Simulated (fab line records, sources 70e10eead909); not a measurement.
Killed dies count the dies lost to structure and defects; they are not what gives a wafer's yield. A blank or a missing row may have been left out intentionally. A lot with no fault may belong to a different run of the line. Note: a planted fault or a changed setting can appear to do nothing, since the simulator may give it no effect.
Chamber matching ; flow nandHarc ; NHARC_P_M0_ETCH_34 on rieDiel-10: 4 sister chambers
The step etches the open film in N2/H2, target depth 40 nm, overetch 12 nm, time 43.94 s. 8 wafers are shown with their chamber, then 8 later ones without.

== WAFERS WITH THEIR CHAMBER ==
wafer;chamber;drypumpMotorCurrentA (A);rfVppV (V)
L074.3;2;5.4;428.5
L077.1;0;5.2;433.7
L077.4;2;5.4;428.0
L080.5;3;5.6;429.2
L084.3;1;5.4;436.8
L084.4;0;5.3;435.2
L084.5;3;5.6;426.7
L089.4;1;5.4;434.9

== WAFERS WHOSE CHAMBER IS MISSING ==
wafer;drypumpMotorCurrentA (A);rfVppV (V)
L089.5;5.2;434.7
L089.6;5.4;434.2
L090.2;5.4;428.8
L090.4;5.3;435.1
L090.6;5.4;429.3
L091.1;5.3;433.2
L091.2;5.4;435.0
L091.6;5.4;435.9

== WHICH CHAMBER EACH WENT THROUGH ==
wafer;from the rows above;in truth
L089.5;0;0
L089.6;1;1
L090.2;2;2
L090.4;can't be placed: 0 or 1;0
L090.6;2;2
L091.1;can't be placed: 0 or 1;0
L091.2;1;1
L091.6;1;1
Correct placement for 6 of the 8. From these rows, 2 cannot be placed; in 2 the true chamber is one of the candidates. Wrongly placed: 0.
How it was worked out, from the rows above alone: a wafer's distance from a chamber is the root of the sum, over the readings, of the square of ((its reading less the chamber's mean) divided by the reading's scatter). The wafer belongs to the nearest chamber; if the next one is less than 2 further off, it can't be placed. The mean given for a chamber averages the wafers shown for that chamber. The scatter: take each reading less its chamber's mean, square it, sum over the shown wafers, divide by the number of wafers less the number of chambers, and take the root.
